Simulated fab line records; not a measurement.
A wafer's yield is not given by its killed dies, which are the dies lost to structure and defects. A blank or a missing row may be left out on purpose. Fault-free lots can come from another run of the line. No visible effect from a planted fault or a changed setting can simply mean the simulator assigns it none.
Which tool was responsible? | flow nand-harc | Sampling: 13 lots, 39 wafers, 6 of 1159 route steps

WHAT EACH GAUGE READ, for each wafer
NHARC_P_GATE_INSPECT_28. Usual: 5.9 for raw-defect-count, sd 2.9.
lot  | measured     | on                | raw-defect-count | flag
L590 | day 4 18:15  | defect-inspect-02 | 6 6 6            |
L591 | day 4 21:24  | defect-inspect-01 | 4 8 8            |
L599 | day 6 18:58  | defect-inspect-02 | 17 15 23         | OFF
L601 | day 7 18:08  | defect-inspect-01 | 18 19 15         | OFF
L603 | day 8 07:11  | defect-inspect-02 | 5 8 6            |
L604 | day 8 07:48  | defect-inspect-02 | 5 5 7            |
L607 | day 9 04:05  | defect-inspect-02 | 10 7 4           |
L608 | day 9 03:56  | defect-inspect-01 | 6 7 5            |
L609 | day 9 09:59  | defect-inspect-01 | 10 6 19          |
L610 | day 9 17:32  | defect-inspect-02 | 4 4 10           |
L612 | day 9 23:55  | defect-inspect-01 | 7 7 4            |
L611 | day 9 23:46  | defect-inspect-02 | 4 15 10          |
L613 | day 10 11:02 | defect-inspect-02 | 7 6 4            |

NHARC_P_GATE_CD_MEAS_46: target cd 720 nm. Usual: 720.5 nm for cd-nm, sd 1.7.
lot  | measured     | on        | cd-nm (nm)        | flag
L590 | day 5 06:12  | cd-sem-02 | 718.5 719.9 718.9 |
L591 | day 5 09:17  | cd-sem-03 | 722.2 721.1 721.5 |
L599 | day 7 06:39  | cd-sem-03 | 723.4 722.2 722.2 |
L601 | day 8 06:23  | cd-sem-03 | 719.3 720.2 719.9 |
L603 | day 8 18:52  | cd-sem-02 | 719.7 719.2 719.1 |
L604 | day 8 19:42  | cd-sem-03 | 722.2 720.8 717.4 |
L607 | day 9 16:13  | cd-sem-03 | 719.8 719.1 721.8 |
L608 | day 9 16:03  | cd-sem-03 | 720.0 717.7 717.6 |
L609 | day 9 22:14  | cd-sem-03 | 718.9 720.6 718.0 |
L610 | day 10 05:32 | cd-sem-02 | 718.1 719.3 718.8 |
L612 | day 10 13:02 | cd-sem-03 | 723.1 723.0 723.7 |
L611 | day 10 12:01 | cd-sem-02 | 722.0 722.4 722.1 |
L613 | day 10 23:09 | cd-sem-03 | 719.0 722.8 719.8 |

NHARC_END_SORT_01. Usual: killed-at-array 25, standard deviation 9.7; killed-at-other 0.7, standard deviation 0.87; killed-at-periphery 3.3, standard deviation 2.3; killed-dies 29, standard deviation 11; killed-open 3.6, standard deviation 2.1; killed-short 2.3, standard deviation 1.7.
lot  | measured     | on        | killed-at-array | killed-at-other | killed-at-periphery | killed-dies | killed-open | killed-short | flag
L599 | day 21 00:51 | prober-01 | 20 30 18        | 2 1 1           | 12 11 15            | 34 42 34    | 4 6 5       | 1 2 2        | OFF
L601 | day 22 19:07 | prober-02 | 19 23 22        | 0 0 0           | 12 11 11            | 31 34 33    | 3 3 1       | 2 2 4        | OFF

WHICH TOOL RAN EACH LOT (tool, then ch and the chambers of the sampled wafers, then the start)
lot  | NHARC_P_GATE_HM_DEP_102       | NHARC_P_GATE_STRIP_111               | NHARC_P_GATE_STRIP_75
L590 | acl-dep-02 ch 0, day 4 16:46  | plasma-asher-02 ch 0,1, day 5 06:47  | plasma-asher-02 ch 0,1, day 5 07:03
L591 | acl-dep-03 ch 0, day 4 20:09  | plasma-asher-02 ch 0,1, day 5 10:02  | plasma-asher-02 ch 0,1, day 5 10:18
L599 | acl-dep-02 ch 0, day 6 17:31  | plasma-asher-01 ch 0,1, day 7 07:19  | plasma-asher-01 ch 0,1, day 7 07:38
L601 | acl-dep-02 ch 0, day 7 16:47  | plasma-asher-01 ch 1, day 8 06:55    | plasma-asher-01 ch 1, day 8 07:14
L603 | acl-dep-03 ch 0, day 8 05:43  | plasma-asher-01 ch 0, day 8 19:26    | plasma-asher-01 ch 0, day 8 19:42
L604 | acl-dep-03 ch 0, day 8 06:20  | plasma-asher-01 ch 0,1, day 8 20:19  | plasma-asher-01 ch 0,1, day 8 20:35
L607 | acl-dep-03 ch 0, day 9 02:29  | plasma-asher-01 ch 0,1, day 9 17:15  | plasma-asher-01 ch 0,1, day 9 17:33
L608 | acl-dep-01 ch 0, day 9 02:35  | plasma-asher-02 ch 0,1, day 9 16:38  | plasma-asher-02 ch 0,1, day 9 16:54
L609 | acl-dep-01 ch 0, day 9 08:43  | plasma-asher-01 ch 0,1, day 9 22:52  | plasma-asher-01 ch 0,1, day 9 23:05
L610 | acl-dep-03 ch 0, day 9 16:04  | plasma-asher-02 ch 0,1, day 10 06:06 | plasma-asher-02 ch 0,1, day 10 06:25
L612 | acl-dep-02 ch 0, day 9 22:20  | plasma-asher-01 ch 0,1, day 10 13:34 | plasma-asher-01 ch 0,1, day 10 13:52
L611 | acl-dep-03 ch 0, day 9 22:24  | plasma-asher-01 ch 1, day 10 12:36   | plasma-asher-01 ch 1, day 10 12:52
L613 | acl-dep-02 ch 0, day 10 09:40 | plasma-asher-01 ch 0,1, day 10 23:41 | plasma-asher-01 ch 0,1, day 10 23:59
- NHARC_P_GATE_HM_DEP_102: deposits aC, target thk 120 nm.
- NHARC_P_GATE_STRIP_111: strips in N2/H2, time 250 s.
- NHARC_P_GATE_STRIP_75: strips in O2.

AS READ BY THE TOOLS THEMSELVES (means over the sampled wafers that have a number; for cases with no such wafer, the mark the record gives instead)
NHARC_P_GATE_HM_DEP_102. Usual: 35.000 % for throttle-valve-pct, sd 0.0087.
lot  | tool       | throttle-valve-pct (%) | flag
L590 | acl-dep-02 | 34.994                 |
L591 | acl-dep-03 | 35.007                 |
L599 | acl-dep-02 | 35.001                 |
L601 | acl-dep-02 | 35.003                 |
L603 | acl-dep-03 | 35.006                 |
L604 | acl-dep-03 | 35.003                 |
L607 | acl-dep-03 | 34.996                 |
L608 | acl-dep-01 | 35.000                 |
L609 | acl-dep-01 | 34.999                 |
L610 | acl-dep-03 | 34.999                 |
L612 | acl-dep-02 | 34.999                 |
L611 | acl-dep-03 | 34.994                 |
L613 | acl-dep-02 | 34.993                 |

NHARC_P_GATE_STRIP_111. Usual: drypump-motor-current-A 6.0 A, standard deviation 0.51; heater-power-w 89 W, standard deviation 10.
lot  | tool            | drypump-motor-current-A (A) | heater-power-w (W) | flag
L590 | plasma-asher-02 | 5.7                         | 89                 |
L591 | plasma-asher-02 | 5.4                         | 79                 |
L599 | plasma-asher-01 | 6.4                         | 96                 |
L601 | plasma-asher-01 | 6.3                         | 92                 |
L603 | plasma-asher-01 | 6.5                         | 98                 |
L604 | plasma-asher-01 | 6.4                         | 95                 |
L607 | plasma-asher-01 | 6.4                         | 93                 |
L608 | plasma-asher-02 | 5.5                         | 82                 |
L609 | plasma-asher-01 | 6.4                         | 96                 |
L610 | plasma-asher-02 | 5.7                         | 87                 |
L612 | plasma-asher-01 | 6.4                         | 95                 |
L611 | plasma-asher-01 | 6.3                         | 91                 |
L613 | plasma-asher-01 | 6.4                         | 94                 |

NHARC_P_GATE_STRIP_75. Usual: drypump-motor-current-A 6.0 A, standard deviation 0.51; heater-power-w 333 W, standard deviation 39.
lot  | tool            | drypump-motor-current-A (A) | heater-power-w (W) | flag
L590 | plasma-asher-02 | 5.7                         | 329                |
L591 | plasma-asher-02 | 5.5                         | 296                |
L599 | plasma-asher-01 | 6.4                         | 359                |
L601 | plasma-asher-01 | 6.3                         | 349                |
L603 | plasma-asher-01 | 6.5                         | 360                |
L604 | plasma-asher-01 | 6.4                         | 362                |
L607 | plasma-asher-01 | 6.4                         | 348                |
L608 | plasma-asher-02 | 5.4                         | 302                |
L609 | plasma-asher-01 | 6.4                         | 363                |
L610 | plasma-asher-02 | 5.7                         | 331                |
L612 | plasma-asher-01 | 6.4                         | 356                |
L611 | plasma-asher-01 | 6.3                         | 342                |
L613 | plasma-asher-01 | 6.4                         | 350                |

THE ANSWER, worked out from the rows above alone
Rule: a lot counts as off when the mean over its wafers that have a number is more than 3 standard deviations away from the usual mean. Also off: a lot with no number at a reading for which 4 or more lots have one. Where the step has rows for the other lots, those lots are counted as sound. After the gauges, taken in route order, come the tools' own readings; for these a lot's mean is taken, as printed above. At the first step where some lot is off, the reading lying furthest off is the one used; lots without a number count as furthest.
Off, at NHARC_P_GATE_INSPECT_28 on raw-defect-count: L599, L601.
A tool fits if, at a process step before that reading, it ran every lot that is off, and no sound lot after the first of them. Not tried: the gauges at NHARC_P_GATE_INSPECT_28; whatever is off there is also off at NHARC_END_SORT_01, on other tools, and gauge error can't account for it. None of those tried fits.

WHAT WAS PUT IN BY THE SIMULATOR
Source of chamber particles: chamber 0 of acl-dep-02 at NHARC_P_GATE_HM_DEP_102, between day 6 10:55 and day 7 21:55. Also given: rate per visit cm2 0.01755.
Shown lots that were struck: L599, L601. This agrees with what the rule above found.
